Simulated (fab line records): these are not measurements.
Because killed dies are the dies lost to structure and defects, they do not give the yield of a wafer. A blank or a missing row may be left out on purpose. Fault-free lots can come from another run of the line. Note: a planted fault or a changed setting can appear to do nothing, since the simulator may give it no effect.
Which tool was responsible?	flow n5-finfet	12 lots, 36 wafers sampled, at 1 step of a route of 1938

WHAT EACH GAUGE READ, for each wafer
N5_BEOL_M10_CD_MEAS_18: pitch 140 nm, target cd 70 nm.
lot	measured	on	cd-nm (nm)
L076	day 9 18:34	cd-sem-03	69.1 68.9 69.0
L077	day 10 20:28	cd-sem-02	69.7 70.6 70.4
L081	day 11 07:49	cd-sem-01	69.9 71.0 69.8
L080	day 11 09:25	cd-sem-01	69.5 69.7 70.3
L083	day 12 06:33	cd-sem-03	70.7 69.9 69.9
L085	day 12 14:53	cd-sem-02	71.4 70.2 71.0
L088	day 13 06:43	cd-sem-03	70.0 69.5 68.9
L089	day 13 21:37	cd-sem-02	70.2 70.1 70.6
L091	day 14 02:15	cd-sem-02	69.2 70.4 69.6
L093	day 14 10:00	cd-sem-01	70.3 71.0 71.0
L095	day 14 23:05	cd-sem-01	71.0 70.3 70.6
L097	day 15 19:01	cd-sem-03	69.8 70.6 71.2

WHICH TOOL RAN EACH LOT (tool, then ch and the chambers of the sampled wafers, then the start)
No process step before these readings appears in the record.

THE ANSWER, worked out from the rows above alone
Rule: what is usual is taken from the lots themselves. Put in order of their means at a reading, lots are off if they are a third of the lots or fewer, leave a main group of 4 or more, and stand apart from it by a gap of 3 or more times the standard deviation of the main group's means; of several such gaps the widest counts. The tables above print the reading to a certain number of digits; a main group whose means all agree to those digits is not used. A lot without any number at a reading at which 4 lots or more have one is off too. All remaining lots with rows at the step are treated as sound.
Nothing can be told from this: no lot is off at any reading shown.

WHAT THE SIMULATOR PUT IN
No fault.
